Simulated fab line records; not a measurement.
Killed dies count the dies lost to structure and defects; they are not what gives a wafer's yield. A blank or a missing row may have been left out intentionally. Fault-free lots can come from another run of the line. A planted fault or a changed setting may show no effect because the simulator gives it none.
Split-lot trial ; flow n5-finfet ; route with 1938 steps; 7 lots, 21 wafers read

THE SPLIT ITSELF
At N5_FIN_CUT_EXPOSE_05 (exposes mask FIN CUT), the setting dose-mj was moved away from the recipe's 45.75 on 10 of the 21 wafers read, by -7.4% to +6.1%. For the rest of the wafers, this setting stayed at what the recipe calls for.

FROM THE SPLIT TO THE READING: what the file shows between them, 2 steps
- N5_FIN_CUT_PEB_06: peb time 60 s
- N5_FIN_CUT_DEVELOP_07: develop time 30 s

THE READING
cd-nm, in nm, at N5_FIN_CUT_CD_MEAS_08 (target cd 29.1 nm). Typical for fault-free wafers on this fab line: 29.11 nm, with standard deviation 0.21 nm.

wafer;tool, chamber at the split;dose-mj as run;against the recipe;cd-nm, nm;against lot-mates on the recipe
L077.3;euv-scanner-01, 0;46.66;+2.0%;29.44;+0.31
L077.5;euv-scanner-01, 0;46.66;+2.0%;29.44;+0.31
L077.6;euv-scanner-01, 0;45.75;recipe;29.13;-
L078.1;euv-scanner-02, 0;47.35;+3.5%;29.75;+0.62
L078.2;euv-scanner-02, 0;47.35;+3.5%;29.66;+0.53
L078.3;euv-scanner-02, 0;45.75;recipe;29.13;-
L083.4;euv-scanner-01, 0;45.75;recipe;28.91;-
L083.5;euv-scanner-01, 0;47.37;+3.5%;29.45;+0.54
L083.6;euv-scanner-01, 0;47.37;+3.5%;29.70;+0.79
L086.1;euv-scanner-01, 0;45.75;recipe;29.22;-
L086.4;euv-scanner-01, 0;45.75;recipe;28.76;-
L086.5;euv-scanner-01, 0;45.75;recipe;29.21;-
L087.1;euv-scanner-01, 0;45.75;recipe;29.07;-
L087.4;euv-scanner-01, 0;45.75;recipe;28.93;-
L087.6;euv-scanner-01, 0;48.53;+6.1%;30.13;+1.13
L088.2;euv-scanner-02, 0;45.75;recipe;28.88;-
L088.3;euv-scanner-02, 0;45.75;recipe;29.08;-
L088.5;euv-scanner-02, 0;42.36;-7.4%;27.83;-1.15
L092.2;euv-scanner-01, 0;42.95;-6.1%;28.01;-1.23
L092.3;euv-scanner-01, 0;42.95;-6.1%;28.45;-0.79
L092.5;euv-scanner-01, 0;45.75;recipe;29.24;-

THE FIT
A straight line over all 21 wafers: cd-nm changes by +0.158 nm for each +1% of dose-mj; r = +0.96; the points scatter about the line by 0.16 nm.
The same after taking each lot's own level away (the mean of its wafers on the recipe; 21 wafers): +0.168 nm for each +1%; r = +0.97; scatter 0.13 nm.
The reading moves by 1.2 nm for the largest change in dose-mj, on that fit.
Across the lots, their own levels run from 28.910 to 29.240 nm, a range of 1.6 times the standard deviation given above.
So the lot-to-lot level changes the slope little: the two slopes agree.
Check: -1.27 nm against its lot-mates is what the line predicts for one of the wafers moved furthest among these (-7.4%) when that wafer is left out of the fit. It came out at -1.15 nm against them.

OTHER SPLITS ON THESE WAFERS
These wafers also went through other splits before the reading. Each is held against what the fit with the lots' levels taken away leaves over:
other split on the same wafers;wafers away from the commonest value;r with cd-nm (lot level and that fit taken away)
N5_FIN_SAQP_PECVD_06 time-s;4;-0.09
N5_FIN_CUT_COAT_19 spin-rpm;5;-0.26

THE WHOLE CHAIN: every reading that the file lists as answering this split, in the file's order
step;what it does;reading;change (the file's fit);r (the file's)
N5_FIN_CUT_CD_MEAS_08;target cd 29.1 nm;cd-nm;+0.168 nm for each +1% of the setting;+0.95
N5_FIN_CUT_ETCH_30;etches underlayer in N2/H2, target depth 13 nm, time 10.4 s;FIN_CUT.cd-offset-nm (the simulator's own value, which no gauge read);+0.168 nm for each +1% of the setting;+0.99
N5_FIN_CUT_ETCH_21;etches SOC in N2/H2, target depth 219 nm, overetch 43.8 nm, time 523.5 s;FIN_CUT.cd-offset-nm (the simulator's own value, which no gauge read);+0.162 nm for each +1% of the setting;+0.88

FILE'S OWN FIT
cd-nm changes by +0.168 nm for each +1% of dose-mj, r = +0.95.
